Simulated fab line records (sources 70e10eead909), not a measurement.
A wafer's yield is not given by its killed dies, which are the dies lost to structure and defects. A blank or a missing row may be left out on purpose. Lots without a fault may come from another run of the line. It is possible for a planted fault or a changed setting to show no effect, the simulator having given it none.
A lot that was struck, set against a sound lot / flow nand-harc / 39 steps out of a route of 1159
Sound: wafers L331.1, L331.2, L331.5. Wafers L344.2, L344.3, L344.6 were the ones struck. The cause comes at the end.
For every step that has rows: the tool of each side, followed by ch and its chambers, followed by its first start. Under that, the readings that differ: sound wafers / struck wafers / difference of the means / sigmas: that difference in standard deviations of wafers without a fault.
alike: words and numbers the same on both sides, and readings whose means are apart by under 2 such deviations; not compared: readings that were withheld, readings missing a value for some wafer, numbers with overlapping values and no deviation given by the record, and bounds like >300 which may hide the same value.
Wherever a step has rows on one side only, a row that says differs or no value, or a row with sigmas, the two part there. Numbers that have no deviation but don't overlap get no sigmas and don't part them. A reading missing from all wafers of one side parts the sides only when that side holds two or more wafers.

first, 9 steps without rows for these wafers: NHARC_A_CONTACT_EXPOSE_39 (exposes mask A CC 3); NHARC_A_CONTACT_PEB_40 (peb time 65 s); NHARC_A_CONTACT_DEVELOP_41 (develop time 35 s); NHARC_A_CONTACT_DESCUM_47 (chemistry O2, time 3 s); NHARC_A_CONTACT_ETCH_48 (etches the open film in CF4, target depth 39 nm, time 65 s); NHARC_A_CONTACT_ETCH_49 (etches the open film in N2/H2, target depth 260 nm, time 475.3 s); NHARC_A_CONTACT_ETCH_50 (etches the open film in CF4/CHF3, target depth 84.7 nm, time 42.4 s); NHARC_A_CONTACT_ETCH_51 (etches the open film in O2/COS, target depth 3600 nm, time 936 s); NHARC_A_CONTACT_ETCH_111 (etches the open film in C4F8/O2/Ar, time 140 s, target depth 700 nm).
NHARC_A_CONTACT_ETCH_112: etches the open film in C4F8/O2/Ar, time 94 s, target depth 922 nm.
  sound on har-cap-etch-03 ch 0,1, day 18 18:06; struck on har-cap-etch-02 ch 0, day 21 18:29
  alike: chamber-pressure-mTorr
  not compared: rf-hours-counter-h
then, 28 steps without rows for these wafers: NHARC_A_CONTACT_ETCH_113 (etches the open film in C4F8/O2/Ar, time 94 s, target depth 922 nm); NHARC_A_CONTACT_ETCH_114 (etches the open film in C4F8/O2/Ar, time 94 s, target depth 922 nm); NHARC_A_CONTACT_ETCH_115 (etches the open film in C4F8/O2/Ar, time 94 s, target depth 922 nm); NHARC_A_CONTACT_ETCH_116 (etches the open film in C4F8/O2/Ar, time 94 s, target depth 922 nm); NHARC_A_CONTACT_ETCH_117 (etches the open film in C4F8/O2/Ar, time 94 s, target depth 922 nm); NHARC_A_CONTACT_ETCH_118 (etches the open film in C4F8/O2/Ar, time 94 s, target depth 922 nm); NHARC_A_CONTACT_ETCH_119 (etches the open film in C4F8/O2/Ar, time 94 s, target depth 922 nm); NHARC_A_CONTACT_ETCH_120 (etches the open film in C4F8/O2/Ar, time 94 s, target depth 922 nm); NHARC_A_CONTACT_ETCH_121 (etches the open film in C4F8/O2/Ar, time 94 s, target depth 922 nm); NHARC_A_CONTACT_ETCH_122 (etches the open film in C4F8/O2/Ar, time 95 s, target depth 930 nm); NHARC_A_CONTACT_ETCH_123 (etches the open film in C4F8/O2/Ar, time 253 s, target depth 1090 nm); NHARC_A_CONTACT_ETCH_90 (etches the open film in CH3F/O2, target depth 40 nm, time 85.7 s); NHARC_A_CONTACT_ETCH_96 (etches the open film in C4F6/O2, target depth 20 nm, time 10 s); NHARC_A_CONTACT_STRIP_99 (strips in N2/H2); NHARC_A_CONTACT_STRIP_100 (strips in CF4/CHF3); NHARC_A_CONTACT_STRIP_101 (strips in O2/COS); NHARC_A_CONTACT_ETCH_102 (etches the open film in CF4/O2, target depth 70 nm, overetch 7 nm, time 38.5 s); NHARC_A_CONTACT_STRIP_55 (strips in O2); NHARC_A_CONTACT_STRIP_56 (strips in post etch residue remover, time 600 s); NHARC_A_CONTACT_DEP_57 (deposits aC, target thk 2800 nm); NHARC_A_CONTACT_DEP_58 (deposits SiON, target thk 60 nm); NHARC_A_CONTACT_DEHYDRATE_59 (time 120 s); NHARC_A_CONTACT_HMDS_60 (time 30 s); NHARC_A_CONTACT_COAT_61 (time 75 s); NHARC_A_CONTACT_COAT_62 (time 65 s); NHARC_A_CONTACT_COAT_63 (resist thk 90 nm); NHARC_A_CONTACT_SOFTBAKE_64 (time 55 s); NHARC_A_CONTACT_EBR_65.
-- record jumps: 3 days between struck wafers' starts before vs after; left off in module A_CONTACT, resumes in module END, first step shown is number 1159 of the route --
NHARC_END_SORT_01:
  sound on prober-02 ch 0, day 21 16:50; struck on prober-02 ch 0, day 24 16:49
reading=killed-at-array; sound=11 15 14; struck=69 72 64; difference=+55; sigmas=+5
reading=killed-dies; sound=14 17 16; struck=71 76 65; difference=+55; sigmas=+5
  alike: killed-at-other, killed-at-periphery, killed-open, killed-short

WHERE THEY PART
Within this record, at NHARC_END_SORT_01 only.

WHY: the cause the simulator had injected
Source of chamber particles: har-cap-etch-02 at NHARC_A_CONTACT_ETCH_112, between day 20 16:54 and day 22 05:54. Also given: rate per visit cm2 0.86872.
